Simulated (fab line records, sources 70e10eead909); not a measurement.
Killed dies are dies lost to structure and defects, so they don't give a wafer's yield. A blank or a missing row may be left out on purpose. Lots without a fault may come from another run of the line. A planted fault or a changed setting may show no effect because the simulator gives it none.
fab line records | flow nand_harc
record lots=6 wafers=18 last_day=33
route steps=1302 shown A_DECK1_JOINT@530
lots that met no fault: from a run of the same line without faults
start_h: hours from the record's first day to the start of the lot's first wafer shown | wait_h: hours since the lot's step before | " the same as in the row above | L1.1+2: a row that stands for several wafers | - no value, or no start given | * or withheld: withheld | < > ~ a bound
route shown NAME@n: a module of which the file shows steps, and the number in the route of the first | usual: mean/standard deviation of fault-free wafers | same: alike in all rows | chamber/n: place in a boat | sites: the reading at each site | _std_site: their standard deviation | _edge_site: outer sites' mean less inner sites' | radius_mm: how far each site lies from the wafer's centre | mask NAME#n: copy n | behind: the tool/chamber that last shaped the wafer | hold: why the lot was held/for how many hours/how that ended | device: the transistor (n, p or np) that didn't switch | end of line: the same wafers' tests at the end of the route | a step without rows: its recipe alone | killed: dies lost to structure and defects at the first sort, not the wafer's yield | map: a wafer's dies, x killed, . not, _ none there
set.NAME: the setting as run; set.NAME@STEP: as run at that earlier step | model.NAME: the simulator's own value behind a step, which no gauge read
lots at some steps of the route; a table a step, a row a wafer
services: from which hour (start_h, from the record's first day; less than 0 if before it) a tool's chamber was out of use, for how many hours, and why
## steps
# step NHARC_A_DECK1_JOINT_ETCHBACK_00
# recipe target_depth_a=300 time_s=17.4 hbr_flow_sccm=150 rf_w=350 icp_w=350 bias_w=60 chemistry=HBr
# usual drypump_motor_current_A=5.5/0.6 oes_product_au=1.005/0.012 throttle_valve_pct=23.265/0.0084
# columns lot.wafer tool chamber start_h wait_h drypump_motor_current_A oes_product_au rf_hours_counter_h throttle_valve_pct
L151.2 rie_si-03 1 251.44 0.1 5.7 1.018 0.24 23.263
L151.4 " 3 " " 5.0 1.034 0.13 23.279
L151.3 " 0 " " 6.4 1.027 0.24 23.272
L158.3 rie_si-03 0 319.61 0.1 6.4 1.017 0.61 23.271
L158.2 " 2 " " 4.7 1.011 0.54 23.253
L158.5 " 3 " " 5.0 1.019 - 23.271
L168.3 rie_si-03 0 420.56 0.1 6.4 1.013 0.08 23.259
L168.4 " 2 " " 4.7 0.998 0.11 23.273
L168.1 " 3 " " 5.0 1.003 0.06 23.264
L171.1 rie_si-06 2 444.14 0.1 5.6 0.979 0.04 23.252
L171.2 " 3 " " 5.6 0.988 0.04 23.248
L171.5 " 1 " " 5.4 1.003 - 23.266
L172.2 rie_si-06 0 473.75 0.1 5.0 1.006 0.24 23.249
L172.4 " 2 " " 5.6 0.989 0.25 23.260
L172.1 " 3 " " 5.6 0.986 0.24 23.284
L174.2 rie_si-06 1 486.42 0.1 5.4 1.004 0.33 23.263
L174.1 " 0 " " 5.0 1.011 0.30 23.261
L174.6 " 2 " " 5.6 0.995 - 23.259
# step NHARC_A_DECK1_JOINT_PRECLEAN_30
# recipe time_s=* temp_c=50 bath_age_min=0 chemistry=SC1
# step NHARC_A_DECK1_JOINT_SRD_31
# step NHARC_A_DECK1_JOINT_CVD_34
# recipe target_thk_a=200 temp_c=700 pressure_mtorr=300 material=SiNx
# step NHARC_A_DECK1_JOINT_DEP_06
# recipe target_thk_a=800 temp_c=65 material=SiOx
# step NHARC_A_DECK1_JOINT_CURE_26
# recipe temp_c=150 time_s=32 pressure_atm=0.395
# step NHARC_A_DECK1_JOINT_ANNEAL_27
# recipe temp_c=400 time_s=3600 idle_temp_c=300 ramp_up_c_per_min=10 densification_p_h2o_torr=640
# step NHARC_A_DECK1_JOINT_ANNEAL_28
# recipe temp_c=500 time_s=1800 idle_temp_c=400 ramp_up_c_per_min=10 densification_p_h2o_torr=640
# step NHARC_A_DECK1_JOINT_ANNEAL_29
# recipe temp_c=750 time_s=1800 idle_temp_c=500 ramp_up_c_per_min=10 ramp_down_c_per_min=3
# step NHARC_A_DECK1_JOINT_CMP_02
# recipe material=SiOx
# usual motor_current_A=12.3/1 slurry_flow_ml_min=149.9/0.44
# columns lot.wafer tool chamber start_h wait_h motor_current_A slurry_flow_ml_min
L151.4 cmp-02 0 278.55 0.4 13.8 150.5
L151.2 " 1 " " 13.1 149.7
L151.3 " 2 " " 13.3 150.3
L158.3 cmp-02 1 341.70 0.4 13.1 150.2
L158.2 " 3 " " 11.1 149.6
L158.5 " 1 " " 12.7 150.3
L168.4 cmp-03 2 446.43 0.4 11.8 150.5
L168.3 " 3 " " 11.7 149.7
L168.1 " 1 " " 10.6 149.4
L171.1 cmp-01 0 466.76 0.4 11.6 149.5
L171.2 " 3 " " 11.7 149.8
L171.5 " 1 " " 12.0 149.5
L172.1 cmp-03 1 504.28 0.4 11.2 149.6
L172.2 " 3 " " 12.5 149.6
L172.4 " 0 " " 12.0 149.9
L174.2 cmp-02 2 516.10 0.4 13.4 150.0
L174.1 " 1 " " 12.5 150.2
L174.6 " 3 " " 11.0 150.3
# step NHARC_A_DECK1_JOINT_SRD_15
# step NHARC_A_DECK1_JOINT_DEP_16
# recipe target_thk_a=450 temp_c=400 pressure_torr=6.5 rf_w=900 teos_flow_sccm=161.4 flow_sccm=2650 target_thk_nm=45 gas=O2 material=SiO2
# usual heater_power_w=607/77 throttle_valve_pct=16.1/0.46
# columns lot.wafer tool chamber start_h wait_h heater_power_w throttle_valve_pct
L151.3 pecvd-02 2 278.94 0.1 574 15.5
L151.2 " 0 " " 630 16.1
L151.4 " 2 " " 566 15.7
L158.3 pecvd-03 1 342.11 0.1 550 16.4
L158.2 " 2 " " 551 14.8
L158.5 " 2 " " 546 15.3
L168.3 pecvd-03 2 446.82 0.1 565 15.0
L168.1 " 0 " " 616 16.3
L168.4 " 1 " " 574 16.3
L171.2 pecvd-03 2 467.18 0.1 603 15.2
L171.1 " 1 " " 623 16.4
L171.5 " 1 " " 617 16.0
L172.2 pecvd-04 1 504.74 0.1 760 16.4
L172.1 " 2 " " 555 15.5
L172.4 " 2 " " 549 15.4
L174.2 pecvd-02 1 516.55 0.1 568 16.7
L174.1 " 2 " " 563 16.1
L174.6 " 0 " " 524 16.2
# step NHARC_A_DECK1_JOINT_THK_MEAS_17
# recipe thk_meas_gauge=ellipsometry
# usual thk_nm=44.7/1.2
# columns lot.wafer tool chamber start_h wait_h hold thk_nm
L151.2 film_metro-01 - 279.22 0.2 - 45.6
L151.3 " - " " - 43.7
L151.4 " - " " - 46.1
L158.2 film_metro-02 - 342.36 0.2 - 44.8
L158.3 " - " " - 44.6
L158.5 " - " " - 46.2
L168.1 film_metro-02 - 447.10 0.2 await_dispo/0.2h/release 49.2
L168.3 " - " " await_dispo/0.2h/release 50.5
L168.4 " - " " await_dispo/0.2h/release 51.5
L168.1 film_metro-02 - 447.27 0.2 - 49.3
L168.3 " - " " - 50.3
L168.4 " - " " - 50.6
L171.1 film_metro-02 - 467.45 0.2 await_dispo/0.2h/release 49.8
L171.2 " - " " await_dispo/0.2h/release 50.3
L171.5 " - " " await_dispo/0.2h/release 50.8
L171.1 film_metro-02 - 467.63 0.2 - 51.3
L171.2 " - " " - 48.7
L171.5 " - " " - 50.8
L172.1 film_metro-01 - 504.99 0.2 - 43.5
L172.2 " - " " - 44.9
L172.4 " - " " - 45.8
L174.1 film_metro-01 - 516.80 0.2 - 44.3
L174.2 " - " " - 46.8
L174.6 " - " " - 46.6
# step NHARC_A_DECK1_JOINT_INSPECT_05
# usual raw_defect_count=339/130
# columns lot.wafer tool chamber start_h wait_h hold raw_defect_count
L151.2 defect_inspect-02 - 279.26 0.0 - 419
L151.3 " - " " - 225
L151.4 " - " " - 188
L158.2 defect_inspect-01 - 342.40 0.0 - 713
L158.3 " - " " - 589
L158.5 " - " " - 682
L168.1 defect_inspect-02 - 448.67 1.4 await_dispo/1.4h/release 258
L168.3 " - " " await_dispo/1.4h/release 488
L168.4 " - " " await_dispo/1.4h/release 481
L171.1 defect_inspect-01 - 472.94 5.3 await_dispo/5.3h/release 356
L171.2 " - " " await_dispo/5.3h/release 417
L171.5 " - " " await_dispo/5.3h/release 333
L172.1 defect_inspect-01 - 505.03 0.0 - 239
L172.2 " - " " - 342
L172.4 " - " " - 235
L174.1 defect_inspect-01 - 516.84 0.0 - 199
L174.2 " - " " - 185
L174.6 " - " " - 291
## services
# columns tool chamber start_h hours kind
rie_si-03 3 228.09 5.1 repair
cmp-02 - 232.50 4.0 pm
cmp-02 - 239.14 0.3 repair
rie_si-03 2 239.25 6.8 repair
rie_si-06 - 249.00 9.0 pm
cmp-03 - 260.20 4.0 pm
pecvd-03 1 265.18 16.2 repair
cmp-03 - 286.58 0.6 repair
cmp-03 - 305.84 1.0 repair
pecvd-03 2 310.97 12.1 repair
cmp-02 - 314.84 2.2 repair
cmp-02 - 328.39 2.6 repair
pecvd-03 0 337.91 2.1 repair
rie_si-03 - 353.68 0.6 repair
cmp-03 - 358.20 4.0 pm
pecvd-03 - 366.24 13.0 pm
rie_si-03 - 398.00 9.0 pm
cmp-02 - 424.06 0.3 repair
rie_si-06 - 426.00 9.0 pm
cmp-02 - 428.94 4.0 pm
cmp-02 - 450.74 0.7 repair
cmp-02 - 453.04 1.2 repair
cmp-02 - 466.54 4.7 repair
rie_si-03 2 488.86 3.0 repair
## key
first_sign step=NHARC_A_DECK1_JOINT_THK_MEAS_17 reading=visit direction=added
effect step=NHARC_A_DECK1_JOINT_THK_MEAS_17 reading=thk_nm direction=up sigmas=4.8 usual=44.7 struck=50.4
met_at NHARC_A_DECK1_JOINT_DEP_16
struck_wafers L168.1,L168.3,L168.4,L171.1,L171.2,L171.5
rows_end L168.1,L168.3,L168.4
tester_left_out L171
onset_between 342.11 446.82
fault kind=process_parameter_drift tool=pecvd-03 chamber=- onset_h=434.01 steps=NHARC_A_DECK1_JOINT_DEP_16 channel=target_thk_nm offset=5.903 shape=step end_h=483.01 acts_in=these_recipes_only stated=45
# tester_left_out: of these lots the tester's yield and bins aren't shown, on N5 and GAA mostly nor the transistor test; their killed dies are dies lost to structure and defects alone, not to doping, threshold or leakage, so they don't give the yield
# rows_end: these wafers met a further fault down the route, and their rows from its step on are left out
